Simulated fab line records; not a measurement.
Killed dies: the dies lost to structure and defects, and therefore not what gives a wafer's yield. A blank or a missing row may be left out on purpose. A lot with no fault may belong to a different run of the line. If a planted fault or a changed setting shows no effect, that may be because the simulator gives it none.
Chamber matching ; flow n5Finfet ; pecvd-03 running N5_BEOL_M15_DEP_53: 3 sister chambers
The step deposits SiCN from 3MS/NH3, target thk 50 nm, time 17.8 s. 6 wafers are shown with their chamber, then 7 later ones without.

== WAFERS, EACH WITH ITS CHAMBER ==
wafer;chamber;throttleValvePct (%);rfFwdPowerW (W)
L086.5;2;16.7;668
L091.1;1;17.7;662
L091.2;0;19.3;666
L091.3;2;16.5;669
L093.1;0;19.1;664
L093.2;1;17.7;660

== WAFERS WITHOUT THEIR CHAMBER ==
wafer;throttleValvePct (%);rfFwdPowerW (W)
L093.4;16.6;670
L095.2;19.3;669
L095.4;17.9;667
L095.6;16.6;665
L094.2;19.5;667
L094.5;19.2;667
L094.6;16.4;667

== WHICH CHAMBER EACH ONE RAN IN ==
wafer;from the rows above;in truth
L093.4;2;2
L095.2;0;0
L095.4;1;1
L095.6;2;2
L094.2;0;0
L094.5;0;0
L094.6;2;2
Correctly placed: 7 of 7. Can't be placed from these rows: 0. Number placed wrongly: 0.
How it was worked out, from the rows above alone: a wafer's distance from a chamber is the root of the sum, over the readings, of the square of ((its reading less the chamber's mean) divided by the reading's scatter). If the next closest chamber is less than 2 further off than the closest, the wafer can't be placed; otherwise it belongs to the closest. Each chamber's mean is taken over the wafers shown for it. How the scatter is found: for the shown wafers, subtract from each reading the mean of its chamber, square and add these, divide the total by (wafers less chambers), then take the root.
